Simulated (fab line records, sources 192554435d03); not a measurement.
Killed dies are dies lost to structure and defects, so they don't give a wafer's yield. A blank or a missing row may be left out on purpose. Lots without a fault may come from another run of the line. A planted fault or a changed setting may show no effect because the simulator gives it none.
Split-lot experiment | flow n5_finfet | 7 lots, 21 wafers read, on a route of 1938 steps

THE SPLIT
At N5_MIM_BOT_LITHO_DEVELOP_07 (develop time 60 s), the setting develop_time_s was moved away from the recipe's 60 s on 7 of the 21 wafers read, by -16.0% to +7.7%. The other wafers ran this setting at the recipe's value.

FROM THE SPLIT TO THE READING: what the file shows between them, 1 step
- N5_MIM_BOT_LITHO_HARDBAKE_09: time 120 s

THE READING
cd_nm, in nm, at N5_MIM_BOT_LITHO_CD_MEAS_08 (target cd 3000 nm). Fault-free wafers of this fab line usually give 3000.0 nm, standard deviation 1.3 nm.

wafer  | tool, chamber at the split | develop_time_s as run, s | against the recipe | cd_nm, nm | against lot-mates on the recipe
L075.4 | litho_track-05, 0          | 56.13                    | -6.5%              | 2998.3    | -0.4
L075.5 | litho_track-05, 0          | 56.13                    | -6.5%              | 2997.3    | -1.4
L075.6 | litho_track-05, 0          | 60                       | recipe             | 2998.7    | -
L077.1 | litho_track-05, 0          | 52.65                    | -12.3%             | 2997.8    | -2.4
L077.2 | litho_track-05, 0          | 60                       | recipe             | 3001.3    | -
L077.5 | litho_track-05, 0          | 60                       | recipe             | 2999.2    | -
L078.1 | litho_track-03, 0          | 60                       | recipe             | 2998.9    | -
L078.4 | litho_track-03, 0          | 60                       | recipe             | 2999.6    | -
L078.5 | litho_track-03, 0          | 64.63                    | +7.7%              | 3001.9    | +2.7
L076.1 | litho_track-03, 0          | 60                       | recipe             | 3000.9    | -
L076.3 | litho_track-03, 0          | 60                       | recipe             | 2999.8    | -
L076.6 | litho_track-03, 0          | 60                       | recipe             | 3002.1    | -
L092.3 | litho_track-03, 0          | 60                       | recipe             | 2998.7    | -
L092.4 | litho_track-03, 0          | 60                       | recipe             | 2999.6    | -
L092.5 | litho_track-03, 0          | 60                       | recipe             | 2999.9    | -
L095.3 | litho_track-05, 0          | 64.36                    | +7.3%              | 3003.0    | +2.3
L095.4 | litho_track-05, 0          | 64.36                    | +7.3%              | 3001.8    | +1.1
L095.5 | litho_track-05, 0          | 60                       | recipe             | 3000.7    | -
L096.1 | litho_track-01, 0          | 50.4                     | -16.0%             | 2997.7    | -5.6
L096.2 | litho_track-01, 0          | 60                       | recipe             | 3003.5    | -
L096.4 | litho_track-01, 0          | 60                       | recipe             | 3003.1    | -

THE FIT
A straight line over all 21 wafers: cd_nm changes by +0.228 nm for each +1% of develop_time_s; r = +0.69; the points scatter about the line by 1.4 nm.
The same after taking each lot's own level away (the mean of its wafers on the recipe; 21 wafers): +0.271 nm for each +1%; r = +0.90; scatter 0.77 nm.
On that fit, the largest move of develop_time_s shifts the reading by 4.3 nm.
The lots' own levels span 2998.70 to 3003.30 nm, that is 3.5 times the standard deviation above.
So the lot-to-lot level blurs the effect unless lot-mates are compared.
Check: with one of the wafers moved furthest among these (-16.0%) left out of the fit, the line predicts -3.38 nm for it against its lot-mates. It came out at -5.6 nm against them.

OTHER SPLITS ON THESE WAFERS
These wafers also went through other splits before the reading. Each is held against what the fit with the lots' levels taken away leaves over:
other split on the same wafers | wafers away from the commonest value | r with cd_nm (lot level and that fit taken away)
N5_BEOL_M14_SPUTTER_43 power_w | 8                                    | -0.20
N5_BEOL_M15_ILD_DEP_00 time_s  | 5                                    | +0.11

THE FILE'S OWN FIT
cd_nm changes by +0.281 nm for each +1% of develop_time_s, r = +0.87.
